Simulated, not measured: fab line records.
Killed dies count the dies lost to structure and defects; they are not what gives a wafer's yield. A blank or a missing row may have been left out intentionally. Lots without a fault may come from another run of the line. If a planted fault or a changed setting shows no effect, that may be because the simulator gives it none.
Which tool did it?	flow n5_finfet	Sampling: 24 lots, 72 wafers, 6 of 1938 route steps

WHAT THE GAUGES SHOWED, per wafer
The record lacks any reading of a measuring or inspecting step that a usual standard deviation could be used to judge.

EACH LOT AND THE TOOL THAT RAN IT (in order: tool; ch and the chambers of the sampled wafers; start)
lot	N5_BEOL_M6_DEP_56	N5_BEOL_M7_CURE_74	N5_BEOL_M7_HM_DEP_02	N5_BEOL_M7_STRIP_80	N5_BEOL_M7_DEP_56	N5_BEOL_M8_ILD_DEP_00
L074	pecvd-02 ch 0,2, day 9 03:19	uv_cure-01 ch 1, day 9 03:31	pvd_sputter-02, day 9 04:21	rie_diel-01 ch 1,2,3, day 9 12:03 or earlier	pecvd-02 ch 1,2, day 9 12:03	pecvd-02 ch 0,2, day 9 12:11
L075	pecvd-02 ch 0,1,2, day 9 07:58	uv_cure-02 ch 2, day 9 08:14	pvd_sputter-03, day 9 10:44	rie_diel-01 ch 0,1,2, day 9 16:10 or earlier	pecvd-02 ch 0,1, day 9 16:10	pecvd-01 ch 0,1, day 9 16:18
L076	pecvd-03 ch 0, day 10 09:41	uv_cure-02 ch 1, day 10 09:53	pvd_sputter-03, day 10 12:07	rie_diel-05 ch 0,3, day 10 21:06 or earlier	pecvd-04 ch 0,1,2, day 10 21:06	pecvd-04 ch 0,1,2, day 10 21:14
L078	pecvd-02 ch 2, day 10 12:49	uv_cure-01 ch 2, day 10 13:06	pvd_sputter-02, day 10 16:25	rie_diel-01 ch 0,3, day 10 20:50 or earlier	pecvd-03 ch 0,1, day 10 20:50	pecvd-02 ch 1,2, day 10 20:58
L081	pecvd-01 ch 0,1,2, day 10 15:13	uv_cure-02 ch 2, day 10 15:25	pvd_sputter-01, day 10 18:50	rie_diel-01 ch 0,1,2, day 11 01:01 or earlier	pecvd-04 ch 0,1,2, day 11 01:01	pecvd-02 ch 1,2, day 11 01:08
L079	pecvd-01 ch 0,1,2, day 10 20:35	uv_cure-01 ch 0, day 10 20:47	pvd_sputter-01, day 10 22:26	rie_diel-03 ch 1,2,3, day 11 07:13 or earlier	pecvd-02 ch 1,2, day 11 07:13	pecvd-04 ch 0,1, day 11 07:22
L080	pecvd-03 ch 0,1, day 11 01:10	uv_cure-03 ch 1, day 11 01:21	pvd_sputter-03, day 11 04:20	rie_diel-03 ch 0,1, day 11 10:43 or earlier	pecvd-04 ch 0,1,2, day 11 10:43	pecvd-04 ch 0,1,2, day 11 10:51
L077	pecvd-02 ch 1,2, day 11 01:28	uv_cure-03 ch 2, day 11 01:55	pvd_sputter-03, day 11 04:26	rie_diel-05 ch 0,1,2, day 11 10:36 or earlier	pecvd-04 ch 1,2, day 11 10:36	pecvd-01 ch 1,2, day 11 10:44
L082	pecvd-01 ch 0,1,2, day 11 06:14	uv_cure-03 ch 2, day 11 06:31	pvd_sputter-02, day 11 07:04	rie_diel-01 ch 1,2,3, day 11 11:59 or earlier	pecvd-03 ch 0,1,2, day 11 11:59	pecvd-01 ch 0,2, day 11 12:07
L083	pecvd-03 ch 0,1, day 11 06:31	uv_cure-03 ch 1, day 11 07:13	pvd_sputter-02, day 11 09:14	rie_diel-03 ch 0,1, day 11 17:15 or earlier	pecvd-03 ch 0,1, day 11 17:15	pecvd-01 ch 0,1,2, day 11 17:23
L084	pecvd-01 ch 0,1, day 11 11:16	uv_cure-01 ch 1, day 11 12:04	pvd_sputter-01, day 11 14:28	rie_diel-03 ch 0,2, day 11 22:18 or earlier	pecvd-03 ch 0,1,2, day 11 22:18	pecvd-01 ch 0,2, day 11 22:26
L085	pecvd-01 ch 0,1, day 12 00:01	uv_cure-02 ch 2, day 12 00:13	pvd_sputter-02, day 12 02:47	rie_diel-03 ch 1,2,3, day 12 08:53 or earlier	pecvd-03 ch 1,2, day 12 08:53	pecvd-01 ch 0,1,2, day 12 09:01
L086	pecvd-02 ch 0,1, day 12 09:57	uv_cure-01 ch 0, day 12 10:08	pvd_sputter-02, day 12 11:55	rie_diel-03 ch 0,2,3, day 12 19:02 or earlier	pecvd-04 ch 0,1,2, day 12 19:02	pecvd-01 ch 0,1, day 12 19:10
L087	pecvd-01 ch 1,2, day 12 10:12	uv_cure-02 ch 0, day 12 10:45	pvd_sputter-01, day 12 11:56	rie_diel-05 ch 1,2,3, day 12 19:57 or earlier	pecvd-03 ch 0,1, day 12 19:57	pecvd-04 ch 1,2, day 12 20:06
L088	pecvd-01 ch 1,2, day 13 00:52	uv_cure-03 ch 2, day 13 01:04	pvd_sputter-03, day 13 02:04	rie_diel-05 ch 0,1,2, day 13 07:11 or earlier	pecvd-02 ch 0,2, day 13 07:11	pecvd-04 ch 0,2, day 13 07:19
L091	pecvd-02 ch 0,1, day 13 05:49	uv_cure-02 ch 0, day 13 06:05	pvd_sputter-01, day 13 08:34	rie_diel-01 ch 1,3, day 13 17:22 or earlier	pecvd-04 ch 1,2, day 13 17:22	pecvd-02 ch 1,2, day 13 17:29
L089	pecvd-02 ch 0,1, day 13 06:46	uv_cure-01 ch 2, day 13 06:58	pvd_sputter-01, day 13 08:40	rie_diel-05 ch 0,2, day 13 16:53 or earlier	pecvd-04 ch 0,1, day 13 16:53	pecvd-01 ch 0,1,2, day 13 17:01
L090	pecvd-03 ch 0,1, day 13 17:07	uv_cure-03 ch 1, day 13 17:29	pvd_sputter-03, day 13 19:05	rie_diel-05 ch 1,2,3, day 14 01:02 or earlier	pecvd-03 ch 0,1, day 14 01:02	pecvd-02 ch 1,2, day 14 01:10
L093	pecvd-01 ch 0,2, day 13 17:38	uv_cure-01 ch 2, day 13 17:59	pvd_sputter-02, day 13 19:14	rie_diel-03 ch 1,2, day 14 00:14 or earlier	pecvd-02 ch 1,2, day 14 00:14	pecvd-02 ch 0,1, day 14 00:22
L092	pecvd-01 ch 0,2, day 13 22:07	uv_cure-03 ch 2, day 13 22:18	pvd_sputter-01, day 13 22:56	rie_diel-03 ch 1,2,3, day 14 04:23 or earlier	pecvd-04 ch 0,1, day 14 04:23	pecvd-01 ch 1,2, day 14 04:31
L094	pecvd-02 ch 1,2, day 13 23:56	uv_cure-01 ch 0, day 14 00:13	pvd_sputter-02, day 14 01:29	rie_diel-03 ch 0,3, day 14 07:02 or earlier	pecvd-02 ch 0,1,2, day 14 07:02	pecvd-01 ch 0,2, day 14 07:10
L095	pecvd-03 ch 1,2, day 14 21:47	uv_cure-03 ch 0, day 14 22:07	pvd_sputter-02, day 14 23:03	rie_diel-03 ch 0,1,3, day 15 10:26 or earlier	pecvd-03 ch 1,2, day 15 10:26	pecvd-04 ch 0,1, day 15 10:34
L097	pecvd-01 ch 0,2, day 15 03:13	uv_cure-01 ch 0, day 15 03:29	pvd_sputter-01, day 15 06:40	rie_diel-01 ch 2,3, day 15 12:45 or earlier	pecvd-03 ch 0,1, day 15 12:45	pecvd-02 ch 0,1,2, day 15 12:53
L096	pecvd-02 ch 0,1,2, day 15 03:28	uv_cure-03 ch 2, day 15 03:52	pvd_sputter-01, day 15 06:53	rie_diel-05 ch 0,1, day 15 12:29 or earlier	pecvd-03 ch 0,1,2, day 15 12:29	pecvd-02 ch 0,1,2, day 15 12:37
- N5_BEOL_M6_DEP_56: deposits SiCN from 3MS/NH3, target thk 10 nm, time 17.5 s.
- N5_BEOL_M7_CURE_74: cures SiCOH lowk, time 240 s.
- N5_BEOL_M7_HM_DEP_02: deposits TiN, target thk 20 nm.
- N5_BEOL_M7_STRIP_80: strips in N2/H2, time 10 s.
- N5_BEOL_M7_DEP_56: deposits SiCN from 3MS/NH3, target thk 10 nm, time 17.5 s.
- N5_BEOL_M8_ILD_DEP_00: deposits SiCOH lowk from DEMS/porogen, target thk 179.75 nm, time 33.4 s.

WHAT THE TOOLS THEMSELVES READ (means of the sampled wafers that have a number; where no wafer has one, the mark that the record gives instead)
N5_BEOL_M6_DEP_56. Usual: showerhead_plenum_p_Torr 3.669 Torr, standard deviation 0.012; throttle_valve_pct 8.9 %, standard deviation 0.34.
lot	tool	showerhead_plenum_p_Torr (Torr)	throttle_valve_pct (%)	flag
L074	pecvd-02	3.669	9.2	
L075	pecvd-02	3.663	8.9	
L076	pecvd-03	3.703	8.5	
L078	pecvd-02	3.660	8.8	
L081	pecvd-01	3.665	8.8	
L079	pecvd-01	3.663	9.0	
L080	pecvd-03	3.688	8.9	
L077	pecvd-02	3.668	8.8	
L082	pecvd-01	3.663	9.1	
L083	pecvd-03	3.674	9.4	
L084	pecvd-01	3.661	9.0	
L085	pecvd-01	3.664	9.0	
L086	pecvd-02	3.666	8.8	
L087	pecvd-01	3.672	9.0	
L088	pecvd-01	3.666	9.0	
L091	pecvd-02	3.676	8.8	
L089	pecvd-02	3.676	8.7	
L090	pecvd-03	3.677	9.5	
L093	pecvd-01	3.667	9.0	
L092	pecvd-01	3.665	8.9	
L094	pecvd-02	3.669	8.9	
L095	pecvd-03	3.667	9.0	
L097	pecvd-01	3.677	9.0	
L096	pecvd-02	3.664	8.8	

N5_BEOL_M7_CURE_74. Usual: lamp_power_pct 52.32 %, standard deviation 0.055; wafer_temp_C_max 386.8, standard deviation 0.65.
lot	tool	lamp_power_pct (%)	wafer_temp_C_max	flag
L074	uv_cure-01	52.37	386.4	
L075	uv_cure-02	52.35	386.0	
L076	uv_cure-02	52.32	386.7	
L078	uv_cure-01	52.36	386.1	
L081	uv_cure-02	52.34	385.6	
L079	uv_cure-01	52.32	387.3	
L080	uv_cure-03	52.32	386.7	
L077	uv_cure-03	52.36	387.8	
L082	uv_cure-03	52.31	387.7	
L083	uv_cure-03	52.27	386.6	
L084	uv_cure-01	52.31	386.8	
L085	uv_cure-02	52.37	385.7	
L086	uv_cure-01	52.30	387.9	
L087	uv_cure-02	52.32	386.4	
L088	uv_cure-03	52.34	387.2	
L091	uv_cure-02	52.36	386.4	
L089	uv_cure-01	52.27	386.9	
L090	uv_cure-03	52.35	386.7	
L093	uv_cure-01	52.31	386.5	
L092	uv_cure-03	52.29	387.3	
L094	uv_cure-01	52.28	386.5	
L095	uv_cure-03	52.32	386.4	
L097	uv_cure-01	52.31	387.4	
L096	uv_cure-03	52.32	387.5	

N5_BEOL_M7_HM_DEP_02. Usual: chamber_pressure_pa 0.5002 Pa, standard deviation 0.0011; throttle_valve_pct 29.8 %, standard deviation 0.86.
lot	tool	chamber_pressure_pa (Pa)	throttle_valve_pct (%)	flag
L074	pvd_sputter-02	0.4991	28.8	
L075	pvd_sputter-03	0.5005	30.7	
L076	pvd_sputter-03	0.5004	30.5	
L078	pvd_sputter-02	0.4999	29.0	
L081	pvd_sputter-01	0.4996	29.6	
L079	pvd_sputter-01	0.5004	29.6	
L080	pvd_sputter-03	0.4991	30.2	
L077	pvd_sputter-03	0.4993	30.8	
L082	pvd_sputter-02	0.5003	29.4	
L083	pvd_sputter-02	0.4994	29.3	
L084	pvd_sputter-01	0.5003	29.8	
L085	pvd_sputter-02	0.5003	30.0	
L086	pvd_sputter-02	0.5008	30.4	
L087	pvd_sputter-01	0.4995	29.7	
L088	pvd_sputter-03	0.5003	30.6	
L091	pvd_sputter-01	0.5009	29.9	
L089	pvd_sputter-01	0.5006	29.7	
L090	pvd_sputter-03	0.5003	30.6	
L093	pvd_sputter-02	0.5000	29.8	
L092	pvd_sputter-01	0.4997	29.9	
L094	pvd_sputter-02	0.5003	29.4	
L095	pvd_sputter-02	0.5006	30.2	
L097	pvd_sputter-01	0.4995	30.0	
L096	pvd_sputter-01	0.5007	29.8	

N5_BEOL_M7_STRIP_80. Usual: drypump_motor_current_A 5.8 A, standard deviation 0.49; oes_product_au 0.80 a.u., standard deviation 0.077; rf_vpp_V 59.2 V, standard deviation 0.85; showerhead_plenum_p_Torr 2.53 Torr, standard deviation 0.074; throttle_valve_pct 23.5 %, standard deviation 0.38.
lot	tool	drypump_motor_current_A (A)	oes_product_au (a.u.)	rf_vpp_V (V)	showerhead_plenum_p_Torr (Torr)	throttle_valve_pct (%)	flag
L074	rie_diel-01	5.6	0.87	59.1	2.50	23.2	
L075	rie_diel-01	5.4	0.88	58.8	2.46	23.1	
L076	rie_diel-05	5.3	0.71	58.1	2.50	23.8	
L078	rie_diel-01	5.9	0.85	59.3	2.53	23.5	
L081	rie_diel-01	5.4	0.87	58.6	2.46	23.1	
L079	rie_diel-03	6.3	0.79	59.6	2.58	23.4	
L080	rie_diel-03	6.4	0.77	59.7	2.53	23.7	
L077	rie_diel-05	5.3	0.85	57.9	2.49	23.4	
L082	rie_diel-01	5.5	0.85	58.5	2.49	23.2	
L083	rie_diel-03	6.3	0.78	59.7	2.55	23.9	
L084	rie_diel-03	5.9	0.78	59.5	2.56	23.5	
L085	rie_diel-03	6.3	0.78	59.4	2.58	23.4	
L086	rie_diel-03	6.1	0.80	59.0	2.60	23.7	
L087	rie_diel-05	5.6	0.83	58.3	2.55	23.5	
L088	rie_diel-05	5.4	0.83	59.9	2.48	23.4	
L091	rie_diel-01	5.8	0.81	59.7	2.52	23.3	
L089	rie_diel-05	5.1	0.73	58.8	2.43	23.7	
L090	rie_diel-05	5.6	0.83	59.5	2.54	23.5	
L093	rie_diel-03	6.3	0.74	59.4	2.52	23.4	
L092	rie_diel-03	6.3	0.77	59.8	2.57	23.5	
L094	rie_diel-03	6.4	0.82	59.1	2.64	23.8	
L095	rie_diel-03	6.4	0.77	58.9	2.58	23.8	
L097	rie_diel-01	5.5	0.83	58.3	2.47	23.3	
L096	rie_diel-05	5.4	0.76	59.1	2.47	23.5	

N5_BEOL_M7_DEP_56. Usual: showerhead_plenum_p_Torr 3.668 Torr, standard deviation 0.016; throttle_valve_pct 8.9 %, standard deviation 0.52.
lot	tool	showerhead_plenum_p_Torr (Torr)	throttle_valve_pct (%)	flag
L074	pecvd-02	3.661	8.7	
L075	pecvd-02	3.665	9.1	
L076	pecvd-04	3.657	8.8	
L078	pecvd-03	3.684	8.9	
L081	pecvd-04	3.657	9.0	
L079	pecvd-02	3.668	8.9	
L080	pecvd-04	3.657	8.9	
L077	pecvd-04	3.654	8.8	
L082	pecvd-03	3.680	8.9	
L083	pecvd-03	3.684	8.8	
L084	pecvd-03	3.681	8.9	
L085	pecvd-03	3.672	8.9	
L086	pecvd-04	3.658	9.0	
L087	pecvd-03	3.675	9.4	
L088	pecvd-02	3.665	8.6	
L091	pecvd-04	3.652	9.0	
L089	pecvd-04	3.658	9.2	
L090	pecvd-03	3.669	9.3	
L093	pecvd-02	3.665	8.9	
L092	pecvd-04	3.660	9.3	
L094	pecvd-02	3.662	9.0	
L095	pecvd-03	3.666	9.0	
L097	pecvd-03	3.691	8.9	
L096	pecvd-03	3.679	8.8	

N5_BEOL_M8_ILD_DEP_00. Usual: heater_power_w 322 W, standard deviation 51; showerhead_plenum_p_Torr 5.739 Torr, standard deviation 0.013; throttle_valve_pct 13.7 %, standard deviation 0.46.
lot	tool	heater_power_w (W)	showerhead_plenum_p_Torr (Torr)	throttle_valve_pct (%)	flag
L074	pecvd-02	317	5.732	13.9	
L075	pecvd-01	259	5.733	13.7	
L076	pecvd-04	355	5.729	13.6	
L078	pecvd-02	299	5.743	13.8	
L081	pecvd-02	339	5.733	13.6	
L079	pecvd-04	339	5.731	14.2	
L080	pecvd-04	350	5.727	13.6	
L077	pecvd-01	331	5.747	13.9	
L082	pecvd-01	286	5.744	13.8	
L083	pecvd-01	289	5.745	13.9	
L084	pecvd-01	283	5.747	13.7	
L085	pecvd-01	308	5.740	14.0	
L086	pecvd-01	267	5.736	13.8	
L087	pecvd-04	334	5.726	13.7	
L088	pecvd-04	399	5.724	13.7	
L091	pecvd-02	361	5.735	13.6	
L089	pecvd-01	304	5.745	14.0	
L090	pecvd-02	296	5.746	13.5	
L093	pecvd-02	327	5.741	13.5	
L092	pecvd-01	331	5.749	13.8	
L094	pecvd-01	282	5.750	14.0	
L095	pecvd-04	294	5.729	14.2	
L097	pecvd-02	343	5.734	13.4	
L096	pecvd-02	321	5.734	13.5	

THE ANSWER, worked out from the rows above alone
Rule: a lot is off if the mean of its wafers that have a number lies more than 3 standard deviations from the usual mean. Also off: a lot with no number at a reading for which 4 or more lots have one. All remaining lots with rows at the step are treated as sound. After the gauges, taken in route order, come the tools' own readings; for these a lot's mean is taken, as printed above. The first step at which some lot is off is used, and at that step the reading that is off furthest; a lot without a number counts as furthest.
Nothing can be told from this: no lot is off at any reading shown.

WHAT WAS PUT IN BY THE SIMULATOR
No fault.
